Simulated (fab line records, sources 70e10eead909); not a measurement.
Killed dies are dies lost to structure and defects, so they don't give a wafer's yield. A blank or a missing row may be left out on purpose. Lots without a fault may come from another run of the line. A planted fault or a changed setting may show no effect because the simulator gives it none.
Chamber matching | flow nand_harc | NHARC_P_M2_DESCUM_14 on rie_diel-11: 4 sister chambers
The step chemistry O2, time 3 s. 7 wafers are shown with their chamber, then 8 later ones without.

WAFERS WITH THEIR CHAMBER
wafer  | chamber | showerhead_plenum_p_Torr (Torr) | drypump_motor_current_A (A)
L075.1 | 3       | 1.89                            | 6.4
L082.1 | 1       | 1.96                            | 5.1
L082.4 | 3       | 1.88                            | 6.4
L085.1 | 0       | 1.84                            | 5.6
L085.3 | 2       | 1.97                            | 5.7
L085.6 | 1       | 1.96                            | 5.2
L089.1 | 2       | 1.97                            | 5.7

WAFERS WITHOUT THEIR CHAMBER
wafer  | showerhead_plenum_p_Torr (Torr) | drypump_motor_current_A (A)
L089.4 | 1.84                            | 5.7
L089.5 | 1.97                            | 5.7
L092.2 | 1.88                            | 6.4
L092.3 | 1.96                            | 5.2
L092.4 | 1.97                            | 5.7
L095.1 | 1.84                            | 5.7
L095.5 | 1.84                            | 5.7
L095.6 | 1.96                            | 5.1

WHICH CHAMBER EACH WENT THROUGH
wafer  | from the rows above | in truth
L089.4 | 0                   | 0
L089.5 | 2                   | 2
L092.2 | 3                   | 3
L092.3 | 1                   | 1
L092.4 | 2                   | 2
L095.1 | 0                   | 0
L095.5 | 0                   | 0
L095.6 | 1                   | 1
Placed correctly: 8 of 8. Can't be placed from these rows: 0. Placed wrongly: 0.
How it was worked out, from the rows above alone: a wafer's distance from a chamber is the root of the sum, over the readings, of the square of ((its reading less the chamber's mean) divided by the reading's scatter). The wafer belongs to the nearest chamber; if the next one is less than 2 further off, it can't be placed. A chamber's mean is the mean of its shown wafers. The scatter: the root of (the sum of the squares of (reading less its chamber's mean) over the shown wafers, divided by (wafers less chambers)).
